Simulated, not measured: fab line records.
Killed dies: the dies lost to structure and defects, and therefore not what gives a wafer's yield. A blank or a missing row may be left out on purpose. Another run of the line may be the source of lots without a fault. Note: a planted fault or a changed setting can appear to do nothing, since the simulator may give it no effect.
Split-lot trial :: flow n5 finfet :: 7 lots, 21 wafers read, on a route of 1938 steps

THE SPLIT
At N5_BEOL_M0_SAQP_MANDREL_ETCH_20 (etches a-Si in HBr/Cl2, stops on SiNx, target depth 60 nm, bt time 10 s, time 30 s), the setting bias w was moved away from the recipe's 75 W on 8 of the 21 wafers read, by -17.3% to +17.6%. This setting was run at the recipe's value on the other wafers.

The split's own step is where the reading is taken.

THE READING
SOC_of_BEOL_M0_SAQP_COAT_81.thk nm (the simulator's own value, which no gauge read), in nm, at N5_BEOL_M0_SAQP_MANDREL_ETCH_20 (etches a-Si in HBr/Cl2, stops on SiNx, target depth 60 nm, bt time 10 s, time 30 s). There is no usual value for it anywhere in the file. The 13 wafers here that ran the recipe average 76.2 nm, standard deviation 0.48 nm.

wafer: L078.1
tool, chamber at the split: rie si-03, 3
bias w as run, W: 75
against the recipe: recipe
SOC_of_BEOL_M0_SAQP_COAT_81.thk nm, nm: 76
against lot-mates on the recipe: -

wafer: L078.4
tool, chamber at the split: rie si-03, 0
bias w as run, W: 75
against the recipe: recipe
SOC_of_BEOL_M0_SAQP_COAT_81.thk nm, nm: 76.6
against lot-mates on the recipe: -

wafer: L078.6
tool, chamber at the split: rie si-03, 1
bias w as run, W: 75
against the recipe: recipe
SOC_of_BEOL_M0_SAQP_COAT_81.thk nm, nm: 76.2
against lot-mates on the recipe: -

wafer: L083.1
tool, chamber at the split: rie si-01, 2
bias w as run, W: 75
against the recipe: recipe
SOC_of_BEOL_M0_SAQP_COAT_81.thk nm, nm: 75.8
against lot-mates on the recipe: -

wafer: L083.2
tool, chamber at the split: rie si-01, 3
bias w as run, W: 62.01
against the recipe: -17.3%
SOC_of_BEOL_M0_SAQP_COAT_81.thk nm, nm: 77.2
against lot-mates on the recipe: +1.4

wafer: L083.4
tool, chamber at the split: rie si-01, 1
bias w as run, W: 62.01
against the recipe: -17.3%
SOC_of_BEOL_M0_SAQP_COAT_81.thk nm, nm: 77.6
against lot-mates on the recipe: +1.8

wafer: L089.3
tool, chamber at the split: rie si-01, 0
bias w as run, W: 83.5
against the recipe: +11.3%
SOC_of_BEOL_M0_SAQP_COAT_81.thk nm, nm: 75.4
against lot-mates on the recipe: -0.8

wafer: L089.4
tool, chamber at the split: rie si-01, 1
bias w as run, W: 75
against the recipe: recipe
SOC_of_BEOL_M0_SAQP_COAT_81.thk nm, nm: 76.2
against lot-mates on the recipe: -

wafer: L089.6
tool, chamber at the split: rie si-01, 1
bias w as run, W: 75
against the recipe: recipe
SOC_of_BEOL_M0_SAQP_COAT_81.thk nm, nm: 76.2
against lot-mates on the recipe: -

wafer: L090.1
tool, chamber at the split: rie si-03, 1
bias w as run, W: 75
against the recipe: recipe
SOC_of_BEOL_M0_SAQP_COAT_81.thk nm, nm: 76.2
against lot-mates on the recipe: -

wafer: L090.2
tool, chamber at the split: rie si-03, 3
bias w as run, W: 82.11
against the recipe: +9.5%
SOC_of_BEOL_M0_SAQP_COAT_81.thk nm, nm: 74.8
against lot-mates on the recipe: -1.3

wafer: L090.5
tool, chamber at the split: rie si-03, 1
bias w as run, W: 75
against the recipe: recipe
SOC_of_BEOL_M0_SAQP_COAT_81.thk nm, nm: 76
against lot-mates on the recipe: -

wafer: L092.2
tool, chamber at the split: rie si-01, 0
bias w as run, W: 75
against the recipe: recipe
SOC_of_BEOL_M0_SAQP_COAT_81.thk nm, nm: 77.4
against lot-mates on the recipe: -

wafer: L092.5
tool, chamber at the split: rie si-01, 1
bias w as run, W: 88.18
against the recipe: +17.6%
SOC_of_BEOL_M0_SAQP_COAT_81.thk nm, nm: 75.2
against lot-mates on the recipe: -1.9

wafer: L092.6
tool, chamber at the split: rie si-01, 2
bias w as run, W: 75
against the recipe: recipe
SOC_of_BEOL_M0_SAQP_COAT_81.thk nm, nm: 76.8
against lot-mates on the recipe: -

wafer: L096.3
tool, chamber at the split: rie si-05, 2
bias w as run, W: 63.51
against the recipe: -15.3%
SOC_of_BEOL_M0_SAQP_COAT_81.thk nm, nm: 77
against lot-mates on the recipe: +1.6

wafer: L096.4
tool, chamber at the split: rie si-05, 3
bias w as run, W: 75
against the recipe: recipe
SOC_of_BEOL_M0_SAQP_COAT_81.thk nm, nm: 75.4
against lot-mates on the recipe: -

wafer: L096.6
tool, chamber at the split: rie si-05, 1
bias w as run, W: 63.51
against the recipe: -15.3%
SOC_of_BEOL_M0_SAQP_COAT_81.thk nm, nm: 76.8
against lot-mates on the recipe: +1.4

wafer: L097.2
tool, chamber at the split: rie si-03, 3
bias w as run, W: 75
against the recipe: recipe
SOC_of_BEOL_M0_SAQP_COAT_81.thk nm, nm: 75.8
against lot-mates on the recipe: -

wafer: L097.3
tool, chamber at the split: rie si-03, 0
bias w as run, W: 62.58
against the recipe: -16.6%
SOC_of_BEOL_M0_SAQP_COAT_81.thk nm, nm: 78
against lot-mates on the recipe: +2.0

wafer: L097.4
tool, chamber at the split: rie si-03, 1
bias w as run, W: 75
against the recipe: recipe
SOC_of_BEOL_M0_SAQP_COAT_81.thk nm, nm: 76.2
against lot-mates on the recipe: -

THE FIT
A straight line over all 21 wafers: SOC_of_BEOL_M0_SAQP_COAT_81.thk nm changes by -0.0715 nm for each +1% of bias w; r = -0.82; the points scatter about the line by 0.48 nm.
The same after taking each lot's own level away (the mean of its wafers on the recipe; 21 wafers): -0.101 nm for each +1%; r = -0.97; scatter 0.23 nm.
According to that fit, moving bias w by its largest amount changes the reading by 1.8 nm.
Measured against the standard deviation above, the lots' own levels, which go from 75.40 to 77.10 nm, span 3.5 times it.
So the slope is not independent of the lot-to-lot level: the two fits are not the same.
Check: for one of the wafers moved furthest among these (+17.6%), held out of the fit, the line's prediction against its lot-mates is -1.75 nm. It came out at -1.9 nm against them.

THE OTHER SPLITS THESE WAFERS WENT THROUGH
These wafers also went through other splits before the reading. Each is held against what the fit with the lots' levels taken away leaves over:
other split on the same wafers: N5_SD_ACTIVATION_LSA_01 temp c
wafers away from the commonest value: 8
r with SOC_of_BEOL_M0_SAQP_COAT_81.thk nm (lot level and that fit taken away): -0.09

other split on the same wafers: N5_SDB_CUT_ETCH_26 icp w
wafers away from the commonest value: 8
r with SOC_of_BEOL_M0_SAQP_COAT_81.thk nm (lot level and that fit taken away): -0.20

other split on the same wafers: N5_HKMG_FIN_COAT_66 spin rpm
wafers away from the commonest value: 6
r with SOC_of_BEOL_M0_SAQP_COAT_81.thk nm (lot level and that fit taken away): +0.02

other split on the same wafers: N5_GATE_CUT_ETCH_58 bias w
wafers away from the commonest value: 7
r with SOC_of_BEOL_M0_SAQP_COAT_81.thk nm (lot level and that fit taken away): -0.10

other split on the same wafers: N5_MOL_CONTACT_COAG_CONTACT_ETCH_14 source w
wafers away from the commonest value: 8
r with SOC_of_BEOL_M0_SAQP_COAT_81.thk nm (lot level and that fit taken away): -0.10

other split on the same wafers: N5_MOL_CONTACT_COAG_SPUTTER_143 target thk a
wafers away from the commonest value: 10
r with SOC_of_BEOL_M0_SAQP_COAT_81.thk nm (lot level and that fit taken away): +0.02

other split on the same wafers: N5_MOL_CONTACT_COAG_COAT_64 spin rpm
wafers away from the commonest value: 9
r with SOC_of_BEOL_M0_SAQP_COAT_81.thk nm (lot level and that fit taken away): -0.35

other split on the same wafers: N5_BEOL_M0_SAQP_EXPOSE_11 dose mj
wafers away from the commonest value: 5
r with SOC_of_BEOL_M0_SAQP_COAT_81.thk nm (lot level and that fit taken away): +0.45

THE FILE'S OWN FIT
SOC_of_BEOL_M0_SAQP_COAT_81.thk nm changes by -0.104 nm for each +1% of bias w, r = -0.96.
